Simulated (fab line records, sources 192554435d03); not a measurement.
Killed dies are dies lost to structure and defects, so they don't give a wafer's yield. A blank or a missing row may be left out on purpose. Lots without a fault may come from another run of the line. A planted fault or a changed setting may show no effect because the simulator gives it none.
Which tool did it? | flow n5_finfet | 12 lots, 34 wafers sampled, at 5 steps of a route of 1938

WHAT THE GAUGES READ, wafer by wafer
The record holds no reading of a measuring or inspecting step that can be judged against a usual standard deviation.

WHICH TOOL RAN EACH LOT (tool, then ch and the chambers of the sampled wafers, then the start)
lot  | N5_HKMG_FIN_ALD_72           | N5_HKMG_FIN_CMP_23           | N5_GATE_CUT_ETCHBACK_30           | N5_GATE_CUT_HM_DEP_46          | N5_PASSIVATION_PROBE_49
L662 | cvd_w-01 ch 0,1, day 4 22:57 | cmp-02 ch 2,3, day 4 23:07   | rie_metal-03 ch 0, day 5 00:17    | pecvd-02 ch 1,2, day 5 03:20   | -
L663 | cvd_w-01 ch 0,1, day 5 01:05 | cmp-04 ch 0,1,3, day 5 01:25 | rie_metal-01 ch 0,1, day 5 02:13  | pecvd-01 ch 0,2, day 5 05:37   | -
L666 | cvd_w-01 ch 0,1, day 5 21:01 | cmp-02 ch 1,3, day 5 21:19   | rie_metal-03 ch 1, day 5 22:21    | pecvd-02 ch 0,2, day 6 01:31   | -
L668 | cvd_w-02 ch 0,1, day 6 06:54 | cmp-02 ch 2,3, day 6 07:17   | rie_metal-02 ch 0,1, day 6 08:01  | pecvd-03 ch 1,2, day 6 11:02   | -
L669 | cvd_w-02 ch 0,1, day 6 14:29 | cmp-03 ch 0,3, day 6 14:44   | rie_metal-02 ch 0,1, day 6 15:43  | pecvd-03 ch 1,2, day 6 18:44   | prober-02, day 16 02:41
L670 | cvd_w-01 ch 0,1, day 6 18:52 | cmp-04 ch 0,1, day 6 19:07   | rie_metal-01 ch 0,1, day 6 20:00  | pecvd-02 ch 0,1, day 6 23:01   | -
L671 | cvd_w-02 ch 0,1, day 7 04:35 | cmp-02 ch 0,1,3, day 7 04:50 | rie_metal-01 ch 0, day 7 05:42    | pecvd-03 ch 0,1,2, day 7 08:46 | -
L675 | cvd_w-01 ch 0,1, day 8 07:20 | cmp-04 ch 2,3, day 8 07:32   | rie_metal-01 ch 0, day 8 08:30    | pecvd-03 ch 0,1,2, day 8 11:30 | -
L676 | cvd_w-02 ch 0,1, day 8 09:18 | cmp-04 ch 0,1,3, day 8 09:33 | rie_metal-01 ch 0,1, day 8 10:26  | pecvd-02 ch 0,1,2, day 8 14:01 | -
L681 | cvd_w-01 ch 0,1, day 9 16:16 | cmp-02 ch 0,1, day 9 16:30   | rie_metal-02 ch 0,1, day 9 17:23  | pecvd-03 ch 0,1,2, day 9 20:23 | -
L682 | cvd_w-02 ch 0,1, day 9 20:47 | cmp-02 ch 0,3, day 9 21:02   | rie_metal-02 ch 0,1, day 9 21:54  | pecvd-01 ch 0,1, day 10 00:54  | -
L683 | cvd_w-02 ch 1, day 10 03:14  | cmp-03 ch 1,2, day 10 03:29  | rie_metal-03 ch 0,1, day 10 04:21 | pecvd-01 ch 0,1, day 10 07:21  | -
- N5_HKMG_FIN_ALD_72: deposits W, target thk 2 nm, pulse time 1 s, purge time 2 s.
- N5_HKMG_FIN_CMP_23: polishes, stops on SiNx, t overpolish 10 s, target thk 46.326 nm.
- N5_GATE_CUT_ETCHBACK_30: etches TiN in Cl2/Ar, target depth 3 nm.
- N5_GATE_CUT_HM_DEP_46: deposits SiO2 from TEOS/O2, target thk 130 nm, time 26.6 s.
- N5_PASSIVATION_PROBE_49

WHAT THE TOOLS THEMSELVES READ (means of the sampled wafers that have a number; where no wafer has one, the mark that the record gives instead)
N5_HKMG_FIN_ALD_72.
lot  | tool     | heater_power_w (W) | precursor_pulse_height_rel
L662 | cvd_w-01 | 470                | 0.995
L663 | cvd_w-01 | 509                | 1.008
L666 | cvd_w-01 | 484                | 0.995
L668 | cvd_w-02 | 540                | 1.003
L669 | cvd_w-02 | 535                | 1.010
L670 | cvd_w-01 | 508                | 1.013
L671 | cvd_w-02 | 535                | 1.006
L675 | cvd_w-01 | 512                | 0.986
L676 | cvd_w-02 | 543                | 1.006
L681 | cvd_w-01 | 516                | 0.996
L682 | cvd_w-02 | 547                | 0.994
L683 | cvd_w-02 | 540                | 1.011

N5_HKMG_FIN_CMP_23.
lot  | tool   | edge_zone_pressure_frac | motor_current_A (A) | overpolish_run_s (s) | time_to_endpoint_s (s)
L662 | cmp-02 | 0.999                   | 12.6                | 9.999                | 9.2
L663 | cmp-04 | 1.000                   | 12.2                | 9.990                | 9.4
L666 | cmp-02 | 1.004                   | 11.6                | 9.992                | 11.7
L668 | cmp-02 | 0.995                   | 12.6                | 10.006               | 9.9
L669 | cmp-03 | 0.996                   | 11.9                | 9.987                | 11.1
L670 | cmp-04 | 0.997                   | 11.4                | 9.998                | 12.1
L671 | cmp-02 | 0.999                   | 12.0                | 9.997                | 7.4
L675 | cmp-04 | 1.000                   | 11.4                | 10.004               | 12.2
L676 | cmp-04 | 0.998                   | 12.2                | 10.002               | 12.2
L681 | cmp-02 | 0.999                   | 12.0                | 9.997                | 10.8
L682 | cmp-02 | 0.996                   | 12.2                | 10.002               | 10.0
L683 | cmp-03 | 1.003                   | 13.2                | 10.003               | 12.9

N5_GATE_CUT_ETCHBACK_30.
lot  | tool         | bias_w (W) | chamber_pressure_mTorr (mTorr) | drypump_motor_current_A (A) | oes_product_au (a.u.) | throttle_valve_pct (%)
L662 | rie_metal-03 | 59.99      | 10.001                         | 5.7                         | 0.59                  | 21.12
L663 | rie_metal-01 | 60.10      | 10.002                         | 5.9                         | 0.76                  | 20.89
L666 | rie_metal-03 | 60.03      | 10.003                         | 5.8                         | 1.00                  | 20.51
L668 | rie_metal-02 | 60.07      | 10.002                         | 5.7                         | 0.92                  | 20.92
L669 | rie_metal-02 | 60.09      | 9.998                          | 5.9                         | 0.92                  | 20.91
L670 | rie_metal-01 | 60.00      | 9.997                          | 6.0                         | 0.74                  | 21.10
L671 | rie_metal-01 | 59.73      | 9.999                          | 5.7                         | 0.76                  | 20.70
L675 | rie_metal-01 | -          | -                              | -                           | -                     | -
L676 | rie_metal-01 | -          | -                              | -                           | -                     | -
L681 | rie_metal-02 | 59.99      | 9.995                          | 5.5                         | 0.88                  | 20.97
L682 | rie_metal-02 | 60.13      | 9.996                          | 6.0                         | 0.88                  | 20.92
L683 | rie_metal-03 | 59.91      | 10.001                         | 5.8                         | 0.91                  | 20.60

N5_GATE_CUT_HM_DEP_46.
lot  | tool     | heater_power_w (W) | showerhead_plenum_p_Torr (Torr) | throttle_valve_pct (%)
L662 | pecvd-02 | 607                | 8.33                            | 18.6
L663 | pecvd-01 | 514                | 8.30                            | 19.4
L666 | pecvd-02 | 479                | 8.37                            | 18.2
L668 | pecvd-03 | 472                | 8.38                            | 18.6
L669 | pecvd-03 | 530                | 8.37                            | 18.8
L670 | pecvd-02 | 559                | 8.35                            | 18.7
L671 | pecvd-03 | 503                | 8.35                            | 18.5
L675 | pecvd-03 | 489                | 8.34                            | 18.4
L676 | pecvd-02 | 534                | 8.35                            | 18.5
L681 | pecvd-03 | 525                | 8.36                            | 18.4
L682 | pecvd-01 | 415                | 8.29                            | 19.0
L683 | pecvd-01 | 513                | 8.31                            | 19.0

N5_PASSIVATION_PROBE_49.
lot  | tool      | killed_at_M0_to_M3 | killed_at_M4_up | killed_at_contacts | killed_at_front_end | killed_at_other | killed_dies | killed_open | killed_short
L669 | prober-02 | 37                 | 9               | 4                  | 26                  | 5.3             | 82          | 48          | 33

THE ANSWER, worked out from the rows above alone
Rule: what is usual is taken from the lots themselves. Put in order of their means at a reading, lots are off if they are a third of the lots or fewer, leave a main group of 4 or more, and stand apart from it by a gap of 3 or more times the standard deviation of the main group's means; of several such gaps the widest counts. A main group whose means are all the same, to the digits that the tables above print for the reading, isn't used. A lot without any number at a reading at which 4 lots or more have one is off too. The other lots that the step has rows for count as sound. The gauges are gone through in route order, then the tools' own readings, and for those a lot's mean is taken as printed above. The first step at which some lot is off is used, and at that step the reading that is off furthest; a lot without a number counts as furthest.
Off: L675, L676, at N5_GATE_CUT_ETCHBACK_30 (bias_w). Without a number there: L675, L676. The main group: mean 60.00 W, standard deviation 0.11.
A tool fits if, at that step or a process step before it, it ran every lot that is off, and no sound lot after the first of them. Can't be told from this: 2 tools fit, cmp-04 at N5_HKMG_FIN_CMP_23, rie_metal-01 at N5_GATE_CUT_ETCHBACK_30.

WHAT THE SIMULATOR HAD PUT IN
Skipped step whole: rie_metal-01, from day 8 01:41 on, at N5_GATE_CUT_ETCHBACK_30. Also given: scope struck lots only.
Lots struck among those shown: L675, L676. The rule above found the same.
